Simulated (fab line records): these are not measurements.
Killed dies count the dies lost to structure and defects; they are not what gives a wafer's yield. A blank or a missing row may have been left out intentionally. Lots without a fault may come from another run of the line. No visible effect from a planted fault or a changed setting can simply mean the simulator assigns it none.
Split-lot study	flow n5-finfet	39 wafers read from 7 lots, route of 1938 steps

## SPLIT DETAILS
At N5_BEOL_M0_SAQP_PECVD_00 (deposits SiCN from 3MS/NH3, target thk 8 nm, time 14 s), the setting time-s was moved away from the recipe's 14 s on 12 of the 39 wafers read, by -37.7% to +54.1%. This setting was run at the recipe's value on the other wafers.

Reading taken at the split's own step.

## THE READING
SiCN_of_BEOL_M0_SAQP_PECVD_00.thk-nm (the simulator's own value, which no gauge read), in nm, at N5_BEOL_M0_SAQP_PECVD_00 (deposits SiCN from 3MS/NH3, target thk 8 nm, time 14 s). There is no usual value for it anywhere in the file. Here, 27 wafers ran the recipe; their average is 8.0 nm with a standard deviation of 0.15 nm.

wafer	tool, chamber at the split	time-s as run, s	against the recipe	SiCN_of_BEOL_M0_SAQP_PECVD_00.thk-nm, nm	against lot-mates on the recipe
L074.1	pecvd-04, 1,2,0,0	14	recipe	7.8	-
L074.2	pecvd-04, 1,2,0,0	14	recipe	7.8	-
L074.3	pecvd-04, 1,2,0,0	14	recipe	7.8	-
L074.5	pecvd-04, 1,2,0,0	14	recipe	7.8	-
L074.4	pecvd-04, 2,1	14	recipe	8	-
L074.6	pecvd-04, 2,1	14	recipe	8	-
L082.1	pecvd-02, 1,2	14	recipe	8	-
L082.4	pecvd-02, 1,2	14	recipe	8	-
L082.2	pecvd-02, 0	14	recipe	7.8	-
L085.1	pecvd-02, 2,1,0	20.93	+49.5%	12	+3.9
L085.3	pecvd-02, 2,1,0	20.93	+49.5%	12	+3.9
L085.4	pecvd-02, 2,1,0	20.93	+49.5%	12	+3.9
L085.2	pecvd-02, 0	14	recipe	8	-
L085.5	pecvd-02, 1,2	14	recipe	8.2	-
L085.6	pecvd-02, 1,2	14	recipe	8.2	-
L090.1	pecvd-04, 1,0	14	recipe	8.2	-
L090.5	pecvd-04, 1,0	14	recipe	8.2	-
L090.2	pecvd-04, 0	14	recipe	8	-
L090.3	pecvd-04, 2	8.721	-37.7%	5.2	-2.9
L090.6	pecvd-04, 2	8.721	-37.7%	5.2	-2.9
L090.4	pecvd-04, 1	8.721	-37.7%	5	-3.1
L091.1	pecvd-02, 1,2,0	14	recipe	7.8	-
L091.2	pecvd-02, 1,2,0	14	recipe	7.8	-
L091.3	pecvd-02, 1,2,0	14	recipe	7.8	-
L091.4	pecvd-02, 2,0	21.55	+53.9%	12.4	+4.6
L091.6	pecvd-02, 2,0	21.55	+53.9%	12.4	+4.6
L091.5	pecvd-02, 1	21.55	+53.9%	12.2	+4.4
L095.1	pecvd-02, 0,1,2	14	recipe	7.8	-
L095.2	pecvd-02, 0,1,2	14	recipe	7.8	-
L095.3	pecvd-02, 0,1,2	14	recipe	7.8	-
L095.4	pecvd-02, 1,2,0	14	recipe	8	-
L095.5	pecvd-02, 1,2,0	14	recipe	8	-
L095.6	pecvd-02, 1,2,0	14	recipe	8	-
L097.1	pecvd-04, 1	14	recipe	8	-
L097.2	pecvd-04, 2	21.58	+54.1%	12.2	+4.1
L097.3	pecvd-04, 0	21.58	+54.1%	12	+3.9
L097.4	pecvd-04, 1	21.58	+54.1%	12.4	+4.3
L097.5	pecvd-04, 0,2	14	recipe	8.2	-
L097.6	pecvd-04, 0,2	14	recipe	8.2	-
The file does not say which wafer passed through which chamber wherever a row lists several chambers: such a row stands for several wafers.

FIT RESULTS
A straight line over all 39 wafers: SiCN_of_BEOL_M0_SAQP_PECVD_00.thk-nm changes by +0.0791 nm for each +1% of time-s; r = +1.00; the points scatter about the line by 0.16 nm.
The same after taking each lot's own level away (the mean of its wafers on the recipe; 39 wafers): +0.0792 nm for each +1%; r = +1.00; scatter 0.14 nm.
Per that fit: largest time-s move, reading shift of 4.3 nm.
From 7.80 to 8.13 nm: that is the span of the lots' own levels, equal to 2.2 times the standard deviation above.
The two slopes are in agreement: the lot-to-lot level therefore moves the slope only a little.
Check: for one of the wafers moved furthest among these (+54.1%), held out of the fit, the line's prediction against its lot-mates is +4.31 nm. Against them it came out at +4.07 nm.

## FURTHER SPLITS ON THESE WAFERS
Before the reading, these wafers also passed through other splits. Each is held against what the fit with the lots' levels taken away leaves over:
other split on the same wafers	wafers away from the commonest value	r with SiCN_of_BEOL_M0_SAQP_PECVD_00.thk-nm (lot level and that fit taken away)
N5_SD_EPI_P_EPI_21 epi-growth-time-s	18	+0.03

## THE FILE'S OWN FIT
SiCN_of_BEOL_M0_SAQP_PECVD_00.thk-nm changes by +0.0792 nm for each +1% of time-s, r = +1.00.
